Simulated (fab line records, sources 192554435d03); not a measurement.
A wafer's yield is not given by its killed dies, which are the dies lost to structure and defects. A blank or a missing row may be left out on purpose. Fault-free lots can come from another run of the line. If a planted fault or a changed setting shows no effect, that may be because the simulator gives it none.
Split-lot experiment || flow n5-finfet || on a route of 1938 steps: 7 lots, 39 wafers read

SPLIT DETAILS
At N5_ZERO_LAYER_DEVELOP_10 (develop time 60 s), the setting develop-time-s was moved away from the recipe's 60 s on 15 of the 39 wafers read, by -38.1% to +48.3%. This setting was run at the recipe's value on the other wafers.

FROM SPLIT TO READING: 1 step shown by the file between the two
- N5_ZERO_LAYER_HARDBAKE_23: time 120 s

THE READING
cd-nm (nm) at N5_ZERO_LAYER_CD_MEAS_11, where the cd target is 2000 nm. Typical for fault-free wafers on this fab line: 1999.9 nm, with standard deviation 1.3 nm.

{"wafer": "L080.1", "tool, chamber at the split": "litho-track-05, 0", "develop-time-s as run, s": 60, "against the recipe": "recipe", "cd-nm, nm": 2001.2, "against lot-mates on the recipe": "-"}
{"wafer": "L080.2", "tool, chamber at the split": "litho-track-05, 0", "develop-time-s as run, s": 60, "against the recipe": "recipe", "cd-nm, nm": 2002.0, "against lot-mates on the recipe": "-"}
{"wafer": "L080.3", "tool, chamber at the split": "litho-track-05, 0", "develop-time-s as run, s": 60, "against the recipe": "recipe", "cd-nm, nm": 2001.5, "against lot-mates on the recipe": "-"}
{"wafer": "L081.1", "tool, chamber at the split": "litho-track-04, 0", "develop-time-s as run, s": 60, "against the recipe": "recipe", "cd-nm, nm": 2000.4, "against lot-mates on the recipe": "-"}
{"wafer": "L081.2", "tool, chamber at the split": "litho-track-04, 0", "develop-time-s as run, s": 60, "against the recipe": "recipe", "cd-nm, nm": 2000.7, "against lot-mates on the recipe": "-"}
{"wafer": "L081.3", "tool, chamber at the split": "litho-track-04, 0", "develop-time-s as run, s": 60, "against the recipe": "recipe", "cd-nm, nm": 1999.4, "against lot-mates on the recipe": "-"}
{"wafer": "L081.4", "tool, chamber at the split": "litho-track-04, 0", "develop-time-s as run, s": 60, "against the recipe": "recipe", "cd-nm, nm": 1999.9, "against lot-mates on the recipe": "-"}
{"wafer": "L081.5", "tool, chamber at the split": "litho-track-04, 0", "develop-time-s as run, s": 60, "against the recipe": "recipe", "cd-nm, nm": 2001.7, "against lot-mates on the recipe": "-"}
{"wafer": "L081.6", "tool, chamber at the split": "litho-track-04, 0", "develop-time-s as run, s": 60, "against the recipe": "recipe", "cd-nm, nm": 2001.1, "against lot-mates on the recipe": "-"}
{"wafer": "L083.1", "tool, chamber at the split": "litho-track-02, 0", "develop-time-s as run, s": 80.46, "against the recipe": "+34.1%", "cd-nm, nm": 2003.3, "against lot-mates on the recipe": "+4.5"}
{"wafer": "L083.2", "tool, chamber at the split": "litho-track-02, 0", "develop-time-s as run, s": 80.46, "against the recipe": "+34.1%", "cd-nm, nm": 2004.2, "against lot-mates on the recipe": "+5.4"}
{"wafer": "L083.3", "tool, chamber at the split": "litho-track-02, 0", "develop-time-s as run, s": 80.46, "against the recipe": "+34.1%", "cd-nm, nm": 2005.3, "against lot-mates on the recipe": "+6.5"}
{"wafer": "L083.4", "tool, chamber at the split": "litho-track-02, 0", "develop-time-s as run, s": 60, "against the recipe": "recipe", "cd-nm, nm": 1998.5, "against lot-mates on the recipe": "-"}
{"wafer": "L083.5", "tool, chamber at the split": "litho-track-02, 0", "develop-time-s as run, s": 60, "against the recipe": "recipe", "cd-nm, nm": 1998.7, "against lot-mates on the recipe": "-"}
{"wafer": "L083.6", "tool, chamber at the split": "litho-track-02, 0", "develop-time-s as run, s": 60, "against the recipe": "recipe", "cd-nm, nm": 1999.2, "against lot-mates on the recipe": "-"}
{"wafer": "L086.1", "tool, chamber at the split": "litho-track-02, 0", "develop-time-s as run, s": 60, "against the recipe": "recipe", "cd-nm, nm": 1999.3, "against lot-mates on the recipe": "-"}
{"wafer": "L086.2", "tool, chamber at the split": "litho-track-02, 0", "develop-time-s as run, s": 40.21, "against the recipe": "-33.0%", "cd-nm, nm": 1989.5, "against lot-mates on the recipe": -9.3}
{"wafer": "L086.3", "tool, chamber at the split": "litho-track-02, 0", "develop-time-s as run, s": 40.21, "against the recipe": "-33.0%", "cd-nm, nm": 1988.7, "against lot-mates on the recipe": -10.1}
{"wafer": "L086.4", "tool, chamber at the split": "litho-track-02, 0", "develop-time-s as run, s": 60, "against the recipe": "recipe", "cd-nm, nm": 1998.7, "against lot-mates on the recipe": "-"}
{"wafer": "L086.5", "tool, chamber at the split": "litho-track-02, 0", "develop-time-s as run, s": 60, "against the recipe": "recipe", "cd-nm, nm": 1998.4, "against lot-mates on the recipe": "-"}
{"wafer": "L086.6", "tool, chamber at the split": "litho-track-02, 0", "develop-time-s as run, s": 40.21, "against the recipe": "-33.0%", "cd-nm, nm": 1991.3, "against lot-mates on the recipe": -7.5}
{"wafer": "L087.1", "tool, chamber at the split": "litho-track-05, 0", "develop-time-s as run, s": 88.95, "against the recipe": "+48.3%", "cd-nm, nm": 2007.8, "against lot-mates on the recipe": "+9.2"}
{"wafer": "L087.2", "tool, chamber at the split": "litho-track-05, 0", "develop-time-s as run, s": 88.95, "against the recipe": "+48.3%", "cd-nm, nm": 2006.8, "against lot-mates on the recipe": "+8.2"}
{"wafer": "L087.3", "tool, chamber at the split": "litho-track-05, 0", "develop-time-s as run, s": 60, "against the recipe": "recipe", "cd-nm, nm": 1999.8, "against lot-mates on the recipe": "-"}
{"wafer": "L087.4", "tool, chamber at the split": "litho-track-05, 0", "develop-time-s as run, s": 60, "against the recipe": "recipe", "cd-nm, nm": 1997.7, "against lot-mates on the recipe": "-"}
{"wafer": "L087.5", "tool, chamber at the split": "litho-track-05, 0", "develop-time-s as run, s": 60, "against the recipe": "recipe", "cd-nm, nm": 1998.2, "against lot-mates on the recipe": "-"}
{"wafer": "L087.6", "tool, chamber at the split": "litho-track-05, 0", "develop-time-s as run, s": 88.95, "against the recipe": "+48.3%", "cd-nm, nm": 2006.9, "against lot-mates on the recipe": "+8.3"}
{"wafer": "L089.1", "tool, chamber at the split": "litho-track-05, 0", "develop-time-s as run, s": 69.76, "against the recipe": "+16.3%", "cd-nm, nm": 2002.7, "against lot-mates on the recipe": "+3.3"}
{"wafer": "L089.2", "tool, chamber at the split": "litho-track-05, 0", "develop-time-s as run, s": 69.76, "against the recipe": "+16.3%", "cd-nm, nm": 2003.8, "against lot-mates on the recipe": "+4.4"}
{"wafer": "L089.3", "tool, chamber at the split": "litho-track-05, 0", "develop-time-s as run, s": 60, "against the recipe": "recipe", "cd-nm, nm": 1999.4, "against lot-mates on the recipe": "-"}
{"wafer": "L089.4", "tool, chamber at the split": "litho-track-05, 0", "develop-time-s as run, s": 60, "against the recipe": "recipe", "cd-nm, nm": 1999.6, "against lot-mates on the recipe": "-"}
{"wafer": "L089.5", "tool, chamber at the split": "litho-track-05, 0", "develop-time-s as run, s": 69.76, "against the recipe": "+16.3%", "cd-nm, nm": 2002.4, "against lot-mates on the recipe": "+3.0"}
{"wafer": "L089.6", "tool, chamber at the split": "litho-track-05, 0", "develop-time-s as run, s": 60, "against the recipe": "recipe", "cd-nm, nm": 1999.1, "against lot-mates on the recipe": "-"}
{"wafer": "L090.1", "tool, chamber at the split": "litho-track-04, 0", "develop-time-s as run, s": 37.14, "against the recipe": "-38.1%", "cd-nm, nm": 1991.1, "against lot-mates on the recipe": -9.7}
{"wafer": "L090.2", "tool, chamber at the split": "litho-track-04, 0", "develop-time-s as run, s": 60, "against the recipe": "recipe", "cd-nm, nm": 2000.3, "against lot-mates on the recipe": "-"}
{"wafer": "L090.3", "tool, chamber at the split": "litho-track-04, 0", "develop-time-s as run, s": 60, "against the recipe": "recipe", "cd-nm, nm": 2000.0, "against lot-mates on the recipe": "-"}
{"wafer": "L090.4", "tool, chamber at the split": "litho-track-04, 0", "develop-time-s as run, s": 37.14, "against the recipe": "-38.1%", "cd-nm, nm": 1989.9, "against lot-mates on the recipe": -10.9}
{"wafer": "L090.5", "tool, chamber at the split": "litho-track-04, 0", "develop-time-s as run, s": 60, "against the recipe": "recipe", "cd-nm, nm": 2002.1, "against lot-mates on the recipe": "-"}
{"wafer": "L090.6", "tool, chamber at the split": "litho-track-04, 0", "develop-time-s as run, s": 37.14, "against the recipe": "-38.1%", "cd-nm, nm": 1990.1, "against lot-mates on the recipe": -10.7}

THE FIT
A straight line over all 39 wafers: cd-nm changes by +0.201 nm for each +1% of develop-time-s; r = +0.94; the points scatter about the line by 1.6 nm.
The same after taking each lot's own level away (the mean of its wafers on the recipe; 39 wafers): +0.218 nm for each +1%; r = +0.97; scatter 1.2 nm.
On that fit, the largest move of develop-time-s shifts the reading by 10 nm.
The lots' own levels span 1998.57 to 2001.57 nm, that is 2.3 times the standard deviation above.
Consequently the slope shifts little with the lot-to-lot level, the two slopes agreeing.
Check: +10 nm against its lot-mates is what the line predicts for one of the wafers moved furthest among these (+48.3%) when that wafer is left out of the fit. Against them it came out at +9.23 nm.

THE WHOLE CHAIN: every reading that the file lists as answering this split, in the file's order
{"step": "N5_ZERO_LAYER_CD_MEAS_11", "what it does": "target cd 2000 nm", "reading": "cd-nm", "change (the file's fit)": "+0.215 nm for each +1% of the setting", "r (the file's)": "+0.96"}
{"step": "N5_ZERO_LAYER_DESCUM_16", "what it does": "chemistry O2, time 7.9 s", "reading": "ZERO_LAYER.cd-nm (the simulator's own value, which no gauge read)", "change (the file's fit)": "+0.214 nm for each +1% of the setting", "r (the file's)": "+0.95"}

FILE'S OWN FIT
cd-nm changes by +0.215 nm for each +1% of develop-time-s, r = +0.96.
